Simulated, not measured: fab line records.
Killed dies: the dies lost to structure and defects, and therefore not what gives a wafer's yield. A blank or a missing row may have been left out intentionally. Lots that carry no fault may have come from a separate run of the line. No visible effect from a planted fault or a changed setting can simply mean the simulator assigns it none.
Lot-split experiment	flow n5 finfet	21 wafers read from 7 lots, route of 1938 steps

## THE SPLIT ITSELF
At N5_BEOL_M10_ETCH_41 (etches SiCN in CH3F/O2, target depth 42.6 nm, time 86 s), the setting source w was moved away from the recipe's 395 W on 8 of the 21 wafers read, by +5.0% to +17.7%. The other wafers ran this setting at the recipe's value.

The split's own step is where the reading is taken.

## THE READING
rf vpp V, in V, at N5_BEOL_M10_ETCH_41 (etches SiCN in CH3F/O2, target depth 42.6 nm, time 86 s). Typical for fault-free wafers on this fab line: 297.3 V, with standard deviation 1.8 V.

wafer	tool, chamber at the split	source w as run, W	against the recipe	rf vpp V, V	against lot-mates on the recipe
L075.2	rie diel-05, 3	465	+17.7%	282.5	-15.7
L075.3	rie diel-05, 1	395	recipe	298.2	-
L075.6	rie diel-05, 1	465	+17.7%	280.0	-18.2
L079.1	rie diel-04, 1	395	recipe	295.8	-
L079.2	rie diel-04, 3	395	recipe	295.9	-
L079.5	rie diel-04, 3	432	+9.4%	285.2	-10.7
L085.1	rie diel-05, 1	395	recipe	298.3	-
L085.4	rie diel-05, 0	414.7	+5.0%	291.0	-7.3
L085.5	rie diel-05, 2	414.7	+5.0%	294.3	-4.0
L088.2	rie diel-01, 3	395	recipe	295.1	-
L088.4	rie diel-01, 1	395	recipe	298.7	-
L088.5	rie diel-01, 3	395	recipe	294.6	-
L087.2	rie diel-05, 3	395	recipe	300.4	-
L087.5	rie diel-05, 2	395	recipe	298.1	-
L087.6	rie diel-05, 3	395	recipe	299.8	-
L092.1	rie diel-04, 3	395	recipe	296.0	-
L092.2	rie diel-04, 0	395	recipe	297.6	-
L092.5	rie diel-04, 2	455.3	+15.3%	285.4	-11.4
L097.2	rie diel-01, 2	438.6	+11.0%	285.9	-14.5
L097.3	rie diel-01, 0	438.6	+11.0%	287.9	-12.5
L097.4	rie diel-01, 1	395	recipe	300.4	-

THE FIT
A straight line over all 21 wafers: rf vpp V changes by -0.93 V for each +1% of source w; r = -0.95; the points scatter about the line by 2 V.
The same after taking each lot's own level away (the mean of its wafers on the recipe; 21 wafers): -0.973 V for each +1%; r = -0.97; scatter 1.7 V.
That fit puts the effect of the largest move of source w on the reading at 17 V.
From 295.85 to 300.40 V: that is the span of the lots' own levels, equal to 2.5 times the standard deviation above.
So the lot-to-lot level changes the slope little: the two slopes agree.
Check: -18.1 V against its lot-mates is what the line predicts for one of the wafers moved furthest among these (+17.7%) when that wafer is left out of the fit. It came out at -15.7 V against them.
Tool readings at the split's step, against how far the setting was moved: rf vpp V r = -0.95.

## OTHER SPLITS ON THESE WAFERS
Note: prior to the reading, these wafers also went through further splits. Each is held against what the fit with the lots' levels taken away leaves over:
other split on the same wafers	wafers away from the commonest value	r with rf vpp V (lot level and that fit taken away)
N5_BEOL_M7_EXPOSE_08 dose mj	5	-0.44
N5_BEOL_M7_ETCH_41 source w	4	+0.00
N5_BEOL_M9_ILD_DEP_00 time s	9	+0.07
N5_BEOL_M9_TRENCH_ETCH_37 source w	8	+0.03

## THE WHOLE CHAIN: every reading that the file lists as answering this split, in the file's order
step	what it does	reading	change (the file's fit)	r (the file's)
N5_BEOL_M10_ETCH_41	etches SiCN in CH3F/O2, target depth 42.6 nm, time 86 s	rf vpp V	-0.961 V for each +1% of the setting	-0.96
N5_BEOL_M10_ETCH_41	etches SiCN in CH3F/O2, target depth 42.6 nm, time 86 s	etch.depth nm (the simulator's own value, which no gauge read)	+0.165 nm for each +1% of the setting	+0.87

## FILE'S OWN FIT
rf vpp V changes by -0.961 V for each +1% of source w, r = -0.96.
